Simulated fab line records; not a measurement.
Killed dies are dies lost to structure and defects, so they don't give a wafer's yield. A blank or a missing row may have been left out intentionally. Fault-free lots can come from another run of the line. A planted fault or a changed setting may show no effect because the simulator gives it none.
Which tool was responsible? | flow nand-harc | 24 lots with 72 wafers sampled at 6 steps, on a route of 1159 steps

WHAT THE GAUGES SHOWED, per wafer
NHARC_P_M0_CD_MEAS_16. Usual: 89.8 nm for cd-nm, sd 0.63.
lot  | measured     | on        | cd-nm (nm)     | flag
L074 | day 5 15:15  | cd-sem-02 | 89.7 89.9 89.7 |
L076 | day 6 04:47  | cd-sem-03 | 89.5 89.2 89.1 |
L075 | day 6 05:23  | cd-sem-02 | 88.5 88.3 88.1 |
L077 | day 6 13:20  | cd-sem-03 | 88.9 88.8 90.1 |
L078 | day 6 13:52  | cd-sem-02 | 90.4 89.7 89.7 |
L080 | day 7 07:17  | cd-sem-03 | 89.5 89.0 89.7 |
L079 | day 7 09:25  | cd-sem-01 | 90.6 90.7 90.8 |
L081 | day 7 14:01  | cd-sem-01 | 90.3 89.7 89.8 |
L082 | day 7 17:28  | cd-sem-01 | 89.7 89.5 89.8 |
L083 | day 7 17:37  | cd-sem-03 | 90.2 90.9 90.5 |
L085 | day 8 08:04  | cd-sem-03 | 90.2 89.4 90.4 |
L084 | day 8 09:32  | cd-sem-01 | 88.8 89.0 88.5 |
L086 | day 8 22:44  | cd-sem-01 | 90.3 89.9 90.5 |
L087 | day 9 03:42  | cd-sem-03 | 89.4 89.2 89.2 |
L088 | day 9 17:16  | cd-sem-01 | 90.8 90.4 90.5 |
L089 | day 9 21:13  | cd-sem-01 | 89.3 90.4 89.8 |
L090 | day 9 22:19  | cd-sem-02 | 90.6 90.3 89.1 |
L092 | day 10 00:47 | cd-sem-01 | 89.6 90.1 89.3 |
L091 | day 10 01:10 | cd-sem-02 | 89.9 89.4 90.5 |
L093 | day 10 07:51 | cd-sem-03 | 89.1 90.3 89.5 |
L094 | day 10 18:44 | cd-sem-02 | 90.8 90.0 90.5 |
L095 | day 11 01:20 | cd-sem-03 | 89.8 90.6 90.2 |
L097 | day 11 06:04 | cd-sem-01 | 90.8 89.8 90.7 |
L096 | day 11 06:57 | cd-sem-03 | 90.5 89.5 89.3 |

NHARC_P_BONDPAD_THK_MEAS_33: measures by ellipsometry. Usual: 199.9 nm for thk-nm, sd 1.4.
lot  | measured     | on            | thk-nm (nm)       | flag
L074 | day 6 03:32  | film-metro-01 | 198.1 199.8 200.2 |
L076 | day 6 17:01  | film-metro-01 | 200.1 201.4 200.6 |
L075 | day 6 17:34  | film-metro-01 | 199.5 198.9 200.0 |
L077 | day 7 01:04  | film-metro-02 | 201.5 200.6 201.7 |
L078 | day 7 02:26  | film-metro-02 | 199.8 200.2 198.5 |
L080 | day 7 19:23  | film-metro-01 | 198.6 200.9 200.4 |
L079 | day 7 21:29  | film-metro-02 | 199.6 200.9 201.8 |
L081 | day 8 02:30  | film-metro-02 | 199.2 200.8 199.0 |
L082 | day 8 05:10  | film-metro-02 | 197.3 200.1 198.9 |
L083 | day 8 05:52  | film-metro-02 | 199.0 197.9 200.2 |
L085 | day 8 20:43  | film-metro-02 | 200.9 196.9 198.9 |
L084 | day 8 21:23  | film-metro-02 | 200.0 198.3 197.0 |
L086 | day 9 10:35  | film-metro-01 | 202.8 200.0 202.5 |
L087 | day 9 15:53  | film-metro-02 | 200.3 199.8 197.1 |
L088 | day 10 05:10 | film-metro-02 | 198.7 201.5 196.6 |
L089 | day 10 09:01 | film-metro-01 | 201.3 199.9 200.2 |
L090 | day 10 10:54 | film-metro-02 | 202.4 201.2 200.8 |
L092 | day 10 12:44 | film-metro-01 | 198.9 199.0 199.1 |
L091 | day 10 12:59 | film-metro-02 | 200.6 199.8 199.3 |
L093 | day 10 20:28 | film-metro-02 | 199.2 200.3 199.1 |
L094 | day 11 07:25 | film-metro-02 | 201.4 198.2 198.4 |
L095 | day 11 13:08 | film-metro-02 | 200.8 201.2 201.8 |
L097 | day 11 17:57 | film-metro-01 | 199.5 200.7 200.0 |
L096 | day 11 18:36 | film-metro-02 | 202.1 197.9 200.1 |

WHICH TOOL RAN EACH LOT (tool, then ch and the chambers of the sampled wafers, then the start)
lot  | NHARC_P_M0_PVD_21                       | NHARC_P_M1_ETCH_15                            | NHARC_P_M1_DEP_33               | NHARC_P_M2_PRE_CLEAN_32
L074 | pvd-sputter-01, day 5 22:06 or earlier  | rie-diel-12 ch 0,2, day 5 22:06 or earlier    | pecvd-02 ch 0,1,2, day 5 22:06  | pecvd-04 ch 1,2, day 6 02:16
L076 | pvd-sputter-01, day 6 11:20 or earlier  | rie-diel-04 ch 1,2, day 6 11:20 or earlier    | pecvd-04 ch 0,1,2, day 6 11:20  | pecvd-04 ch 0,1,2, day 6 15:52
L075 | pvd-sputter-03, day 6 11:51 or earlier  | rie-diel-12 ch 1,3, day 6 11:51 or earlier    | pecvd-02 ch 0,1,2, day 6 11:51  | pecvd-02 ch 0,2, day 6 16:02
L077 | pvd-sputter-01, day 6 19:53 or earlier  | rie-diel-12 ch 2,3, day 6 19:53 or earlier    | pecvd-02 ch 1,2, day 6 19:53    | pecvd-02 ch 0,1,2, day 6 23:55
L078 | pvd-sputter-02, day 6 21:24 or earlier  | rie-diel-12 ch 1,2,3, day 6 21:24 or earlier  | pecvd-03 ch 1,2, day 6 21:24    | pecvd-03 ch 0,1,2, day 7 01:18
L080 | pvd-sputter-03, day 7 14:07 or earlier  | rie-diel-04 ch 1,2, day 7 14:07 or earlier    | pecvd-04 ch 0,2, day 7 14:07    | pecvd-04 ch 0,1,2, day 7 18:13
L079 | pvd-sputter-03, day 7 16:05 or earlier  | rie-diel-08 ch 0,2,3, day 7 16:05 or earlier  | pecvd-03 ch 1,2, day 7 16:05    | pecvd-03 ch 0,1,2, day 7 20:22
L081 | pvd-sputter-02, day 7 20:49 or earlier  | rie-diel-08 ch 1,2,3, day 7 20:49 or earlier  | pecvd-03 ch 1,2, day 7 20:49    | pecvd-04 ch 0,1, day 8 01:22
L082 | pvd-sputter-03, day 7 23:58 or earlier  | rie-diel-12 ch 0,1,2, day 7 23:58 or earlier  | pecvd-04 ch 0,1,2, day 7 23:58  | pecvd-03 ch 0,1,2, day 8 04:02
L083 | pvd-sputter-02, day 8 00:22 or earlier  | rie-diel-08 ch 0,1,2, day 8 00:22 or earlier  | pecvd-03 ch 0,1,2, day 8 00:22  | pecvd-03 ch 0,1, day 8 04:41
L085 | pvd-sputter-01, day 8 14:53 or earlier  | rie-diel-12 ch 0,1,3, day 8 14:53 or earlier  | pecvd-03 ch 0,1,2, day 8 14:53  | pecvd-02 ch 0,1, day 8 19:25
L084 | pvd-sputter-03, day 8 16:08 or earlier  | rie-diel-08 ch 1,2,3, day 8 16:08 or earlier  | pecvd-03 ch 0,2, day 8 16:08    | pecvd-02 ch 0,1, day 8 20:13
L086 | pvd-sputter-03, day 9 05:21 or earlier  | rie-diel-08 ch 2,3, day 9 05:21 or earlier    | pecvd-03 ch 0,1, day 9 05:21    | pecvd-03 ch 0,2, day 9 09:26
L087 | pvd-sputter-02, day 9 10:21 or earlier  | rie-diel-12 ch 0,2,3, day 9 10:21 or earlier  | pecvd-03 ch 0,1,2, day 9 10:21  | pecvd-02 ch 0,1,2, day 9 14:18
L088 | pvd-sputter-01, day 10 00:01 or earlier | rie-diel-04 ch 0,1,3, day 10 00:01 or earlier | pecvd-02 ch 0,1, day 10 00:01   | pecvd-03 ch 1,2, day 10 04:01
L089 | pvd-sputter-03, day 10 03:49 or earlier | rie-diel-08 ch 0,2,3, day 10 03:49 or earlier | pecvd-04 ch 0,2, day 10 03:49   | pecvd-03 ch 0,1, day 10 07:53
L090 | pvd-sputter-03, day 10 05:16 or earlier | rie-diel-04 ch 1,2,3, day 10 05:16 or earlier | pecvd-04 ch 1,2, day 10 05:16   | pecvd-02 ch 0,1,2, day 10 09:46
L092 | pvd-sputter-03, day 10 07:27 or earlier | rie-diel-12 ch 0,1,3, day 10 07:27 or earlier | pecvd-04 ch 0,2, day 10 07:27   | pecvd-04 ch 0,1,2, day 10 11:28
L091 | pvd-sputter-01, day 10 07:39 or earlier | rie-diel-08 ch 1,2,3, day 10 07:39 or earlier | pecvd-02 ch 0,1, day 10 07:39   | pecvd-02 ch 1,2, day 10 11:49
L093 | pvd-sputter-02, day 10 15:10 or earlier | rie-diel-08 ch 1,2,3, day 10 15:10 or earlier | pecvd-04 ch 0,1,2, day 10 15:10 | pecvd-03 ch 0,1,2, day 10 19:19
L094 | pvd-sputter-02, day 11 01:32 or earlier | rie-diel-08 ch 1,2, day 11 01:32 or earlier   | pecvd-04 ch 0,1, day 11 01:32   | pecvd-04 ch 1,2, day 11 06:15
L095 | pvd-sputter-02, day 11 07:56 or earlier | rie-diel-08 ch 1,2,3, day 11 07:56 or earlier | pecvd-03 ch 0,1,2, day 11 07:56 | pecvd-04 ch 1,2, day 11 12:01
L097 | pvd-sputter-02, day 11 12:41 or earlier | rie-diel-12 ch 0,1,2, day 11 12:41 or earlier | pecvd-02 ch 0,1,2, day 11 12:41 | pecvd-02 ch 0,1,2, day 11 16:47
L096 | pvd-sputter-01, day 11 13:25 or earlier | rie-diel-04 ch 2,3, day 11 13:25 or earlier   | pecvd-02 ch 0,1, day 11 13:25   | pecvd-02 ch 0,1,2, day 11 17:29
- NHARC_P_M0_PVD_21: deposits Cu, target thk 30 nm, time 20.49 s.
- NHARC_P_M1_ETCH_15: etches the open film in C4F8/Ar, target depth 182.5 nm, time 91.2 s.
- NHARC_P_M1_DEP_33: deposits SiCN, target thk 30 nm.
- NHARC_P_M2_PRE_CLEAN_32: time 12 s.

WHAT THE TOOLS THEMSELVES READ (means of the sampled wafers that have a number; where no wafer has one, the mark that the record gives instead)
NHARC_P_M0_PVD_21. Usual: 30.1 % for throttle-valve-pct, sd 0.81.
lot  | tool           | throttle-valve-pct (%) | flag
L074 | pvd-sputter-01 | 29.3                   |
L076 | pvd-sputter-01 | 29.6                   |
L075 | pvd-sputter-03 | 29.7                   |
L077 | pvd-sputter-01 | 29.7                   |
L078 | pvd-sputter-02 | 29.7                   |
L080 | pvd-sputter-03 | 30.1                   |
L079 | pvd-sputter-03 | 29.7                   |
L081 | pvd-sputter-02 | 30.4                   |
L082 | pvd-sputter-03 | 29.4                   |
L083 | pvd-sputter-02 | 30.8                   |
L085 | pvd-sputter-01 | 30.3                   |
L084 | pvd-sputter-03 | 29.8                   |
L086 | pvd-sputter-03 | 29.9                   |
L087 | pvd-sputter-02 | 30.6                   |
L088 | pvd-sputter-01 | 30.3                   |
L089 | pvd-sputter-03 | 29.7                   |
L090 | pvd-sputter-03 | 29.9                   |
L092 | pvd-sputter-03 | 29.6                   |
L091 | pvd-sputter-01 | 29.9                   |
L093 | pvd-sputter-02 | 31.0                   |
L094 | pvd-sputter-02 | 31.3                   |
L095 | pvd-sputter-02 | 31.2                   |
L097 | pvd-sputter-02 | 30.9                   |
L096 | pvd-sputter-01 | 29.7                   |

NHARC_P_M1_ETCH_15. Usual: oes-product-au 0.956 a.u., standard deviation 0.02; rf-fwd-power-W 596.3 W, standard deviation 1.9; rf-vpp-V 441.3 V, standard deviation 2.4.
lot  | tool        | oes-product-au (a.u.) | rf-fwd-power-W (W) | rf-vpp-V (V) | flag
L074 | rie-diel-12 | 0.967                 | 598.4              | 442.9        |
L076 | rie-diel-04 | 0.962                 | 596.0              | 438.7        |
L075 | rie-diel-12 | 0.922                 | 597.7              | 439.2        |
L077 | rie-diel-12 | 0.923                 | 596.8              | 443.6        |
L078 | rie-diel-12 | 0.964                 | 595.5              | 440.5        |
L080 | rie-diel-04 | 0.963                 | 596.8              | 438.3        |
L079 | rie-diel-08 | 0.973                 | 598.1              | 443.0        |
L081 | rie-diel-08 | 0.927                 | 596.7              | 441.6        |
L082 | rie-diel-12 | 0.927                 | 595.0              | 442.0        |
L083 | rie-diel-08 | 0.963                 | 597.3              | 443.1        |
L085 | rie-diel-12 | 0.964                 | 596.4              | 439.1        |
L084 | rie-diel-08 | 0.971                 | 596.0              | 441.6        |
L086 | rie-diel-08 | 0.954                 | 595.4              | 442.6        |
L087 | rie-diel-12 | 0.926                 | 597.0              | 442.0        |
L088 | rie-diel-04 | 0.964                 | 596.2              | 440.0        |
L089 | rie-diel-08 | 0.964                 | 597.4              | 442.5        |
L090 | rie-diel-04 | 0.969                 | 596.5              | 438.4        |
L092 | rie-diel-12 | 0.976                 | 595.1              | 439.5        |
L091 | rie-diel-08 | 0.971                 | 595.6              | 441.9        |
L093 | rie-diel-08 | 0.967                 | 596.9              | 441.8        |
L094 | rie-diel-08 | 0.964                 | 594.6              | 441.8        |
L095 | rie-diel-08 | 0.968                 | 597.5              | 441.7        |
L097 | rie-diel-12 | 0.962                 | 596.4              | 441.7        |
L096 | rie-diel-04 | 0.928                 | 595.4              | 438.1        |

NHARC_P_M1_DEP_33. Usual: heater-power-w 567 W, standard deviation 110; rf-fwd-power-W 448.7 W, standard deviation 1.4; susceptor-temp-C 369.99 C, standard deviation 0.18.
lot  | tool     | heater-power-w (W) | rf-fwd-power-W (W) | susceptor-temp-C (C) | flag
L074 | pecvd-02 | 522                | 449.0              | 370.17               |
L076 | pecvd-04 | 565                | 450.5              | 369.91               |
L075 | pecvd-02 | 509                | 448.6              | 370.05               |
L077 | pecvd-02 | 540                | 448.9              | 369.85               |
L078 | pecvd-03 | 647                | 448.6              | 369.81               |
L080 | pecvd-04 | 605                | 447.4              | 369.84               |
L079 | pecvd-03 | 610                | 446.9              | 370.13               |
L081 | pecvd-03 | 687                | 447.7              | 369.89               |
L082 | pecvd-04 | 605                | 449.5              | 369.88               |
L083 | pecvd-03 | 567                | 448.6              | 369.95               |
L085 | pecvd-03 | 554                | 450.1              | 370.01               |
L084 | pecvd-03 | 456                | 446.5              | 369.89               |
L086 | pecvd-03 | 559                | 449.7              | 370.04               |
L087 | pecvd-03 | 589                | 448.4              | 370.04               |
L088 | pecvd-02 | 456                | 447.5              | 369.87               |
L089 | pecvd-04 | 591                | 446.7              | 370.19               |
L090 | pecvd-04 | 568                | 449.0              | 370.07               |
L092 | pecvd-04 | 663                | 449.9              | 369.95               |
L091 | pecvd-02 | 424                | 449.6              | 369.86               |
L093 | pecvd-04 | 630                | 450.3              | 370.04               |
L094 | pecvd-04 | 680                | 447.4              | 369.92               |
L095 | pecvd-03 | 557                | 448.7              | 369.85               |
L097 | pecvd-02 | 530                | 449.2              | 370.03               |
L096 | pecvd-02 | 404                | 447.9              | 370.09               |

NHARC_P_M2_PRE_CLEAN_32. Usual: heater-power-w 613 W, standard deviation 110; rf-fwd-power-W 292.6 W, standard deviation 0.9; susceptor-temp-C 370.01 C, standard deviation 0.25.
lot  | tool     | heater-power-w (W) | rf-fwd-power-W (W) | susceptor-temp-C (C) | flag
L074 | pecvd-04 | 598                | 293.5              | 370.03               |
L076 | pecvd-04 | 673                | 292.3              | 370.10               |
L075 | pecvd-02 | 644                | 293.5              | 369.96               |
L077 | pecvd-02 | 584                | 292.9              | 370.27               |
L078 | pecvd-03 | 639                | 292.8              | 370.13               |
L080 | pecvd-04 | 652                | 292.4              | 370.07               |
L079 | pecvd-03 | 622                | 291.7              | 369.99               |
L081 | pecvd-04 | 772                | 293.0              | 369.84               |
L082 | pecvd-03 | 656                | 292.6              | 369.90               |
L083 | pecvd-03 | 664                | 294.3              | 370.00               |
L085 | pecvd-02 | 490                | 291.9              | 370.11               |
L084 | pecvd-02 | 473                | 293.7              | 369.97               |
L086 | pecvd-03 | 578                | 292.1              | 369.88               |
L087 | pecvd-02 | 560                | 292.5              | 370.07               |
L088 | pecvd-03 | 647                | 293.0              | 369.90               |
L089 | pecvd-03 | 618                | 292.5              | 370.12               |
L090 | pecvd-02 | 560                | 293.2              | 370.09               |
L092 | pecvd-04 | 665                | 293.1              | 369.74               |
L091 | pecvd-02 | 635                | 292.5              | 369.71               |
L093 | pecvd-03 | 616                | 292.1              | 370.20               |
L094 | pecvd-04 | 629                | 292.1              | 370.11               |
L095 | pecvd-04 | 586                | 293.7              | 370.12               |
L097 | pecvd-02 | 571                | 292.5              | 370.30               |
L096 | pecvd-02 | 546                | 292.4              | 370.14               |

THE ANSWER, worked out from the rows above alone
Rule: take the mean of a lot's wafers that have a number; if it is more than 3 standard deviations from the usual mean, the lot is off. A lot without any number at a reading at which 4 lots or more have one is off too. The other lots that the step has rows for count as sound. The gauges are gone through in route order, then the tools' own readings, and for those a lot's mean is taken as printed above. The first step at which some lot is off is used, and at that step the reading that is off furthest; a lot without a number counts as furthest.
None of the lots is off at any reading shown; this tells nothing.

WHAT THE SIMULATOR HAD INSERTED
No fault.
